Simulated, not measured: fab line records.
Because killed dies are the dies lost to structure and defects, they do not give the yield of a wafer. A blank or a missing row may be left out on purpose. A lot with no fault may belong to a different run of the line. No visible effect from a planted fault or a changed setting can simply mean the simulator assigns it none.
Struck lot and sound lot, side by side + flow n5-finfet + 21 out of 1938 route steps
Sound: the wafers L883.1, L883.2, L883.4. Struck: wafers L901.1, L901.3. (L901.5 of the same lot was not struck and is left out.) The cause comes at the end.
For every step that has rows: the tool of each side, followed by ch and its chambers, followed by its first start. Under that, the readings that differ: sound wafers + struck wafers + difference of the means + sigmas: that difference in standard deviations of wafers without a fault.
alike: a reading whose means differ by less than 2 such deviations, as well as words and numbers matching on both sides. not compared: withheld readings; readings where some wafer has no value; bounds like >300 that might hide an equal value; numbers whose values overlap and for which the record gives no deviation.
A row with sigmas, a row that says differs or no value, or rows on one side alone: a step with any of these is where the two part. Non-overlapping numbers with no deviation appear without sigmas and do not part them. A reading missing from all wafers of one side parts the sides only when that side holds two or more wafers.

N5_WELL_APT_CD_MEAS_08: the cd target is 200 nm.
  sound on cd-sem-02 ch 0, day 1 13:42; struck on cd-sem-02 ch 0, day 6 01:49
  alike: cd-nm
N5_WELL_APT_OVL_MEAS_09:
  sound on overlay-01 ch 0, day 1 13:44; struck on overlay-01 ch 0, day 6 01:50
  alike: NWELL_OVL
N5_WELL_APT_INSPECT_10: inspects for defects (macro).
  struck on defect-inspect-02, day 6 01:52; sound on defect-inspect-02, day 1 13:46
  alike: raw-defect-count
N5_WELL_APT_DESCUM_13: chemistry O2, time 7.9 s.
  sound on rie-diel-05 ch 0,1,2, day 1 13:47; struck on rie-diel-05 ch 0,3, day 6 01:56
  alike: drypump-motor-current-A, oes-product-au, rf-vpp-V, showerhead-plenum-p-Torr, throttle-valve-pct
  not compared: rf-hours-counter-h
then, 8 steps without rows for these wafers: N5_WELL_APT_IMPLANT_14; N5_WELL_APT_IMPLANT_15; N5_WELL_APT_STRIP_16 (strips in SPM, time 900 s); N5_WELL_APT_HMDS_18 (time 60 s); N5_WELL_APT_COAT_19 (resist thk 950 nm); N5_WELL_APT_EBR_21; N5_WELL_APT_SOFTBAKE_20 (time 60 s); N5_WELL_APT_EXPOSE_22 (exposes mask PWELL, defocus 0 nm, target cd 200 nm).
N5_WELL_APT_PEB_23: peb time 90 s.
  sound on litho-track-01 ch 0, day 1 14:50; struck on litho-track-03 ch 0, day 6 02:52
| reading                  | sound                | struck      | difference                    | sigmas |
|--------------------------|----------------------|-------------|-------------------------------|--------|
| heater-power-total-W (W) | 172.7 172.2 173.3    | 181.2 180.4 | +8.1                          | +10    |
| plate-temp-C (C)         | 130.05 130.02 130.15 | - -         | no value on the struck wafers |        |
then, 2 steps without rows for these wafers: N5_WELL_APT_DEVELOP_24 (develop time 45 s); N5_WELL_APT_HARDBAKE_29 (time 120 s).
N5_WELL_APT_CD_MEAS_25: the cd target is 200 nm.
  sound on cd-sem-02 ch 0, day 1 14:57; struck on cd-sem-03 ch 0, day 6 02:59
  alike: cd-nm
N5_WELL_APT_OVL_MEAS_26:
  sound on overlay-01 ch 0, day 1 14:59; struck on overlay-01 ch 0, day 6 03:01
  alike: PWELL_OVL
N5_WELL_APT_INSPECT_27: inspects for defects (macro).
  struck on defect-inspect-02, day 6 03:02; sound on defect-inspect-01, day 1 15:00
  alike: raw-defect-count
N5_WELL_APT_DESCUM_30: chemistry O2, time 7.9 s.
  sound on rie-diel-05 ch 0,2,3, day 1 15:02; struck on rie-diel-04 ch 0,2, day 6 03:50
  alike: drypump-motor-current-A, oes-product-au, rf-vpp-V, showerhead-plenum-p-Torr, throttle-valve-pct
  not compared: rf-hours-counter-h, model.WELL_APT.cd-nm
after that, 1 step had no rows for these wafers: N5_WELL_APT_IMPLANT_31.
-- a jump in the record: the struck wafers' starts before and after are 11 days apart (it breaks off in module WELL_APT and resumes in module PASSIVATION, where the first step shown is number 1936 of the route) --
N5_PASSIVATION_PROBE_49:
  struck on prober-01, day 17 09:20; sound on prober-02, day 11 22:41
| reading            | sound   | struck | difference | sigmas |
|--------------------|---------|--------|------------|--------|
| killed-at-contacts | 12 7 11 | 36 18  | +17        | +3     |
  alike: killed_at_M0_to_M3, killed_at_M4_up, killed-at-front-end, killed-at-other, killed-dies, killed-open, killed-short

== WHERE THEY PART ==
At N5_WELL_APT_PEB_23 first; at N5_PASSIVATION_PROBE_49 last (within this record only).

WHY: what the simulator had put in
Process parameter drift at N5_WELL_APT_PEB_23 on litho-track-03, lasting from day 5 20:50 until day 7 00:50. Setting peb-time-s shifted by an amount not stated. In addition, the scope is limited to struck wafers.
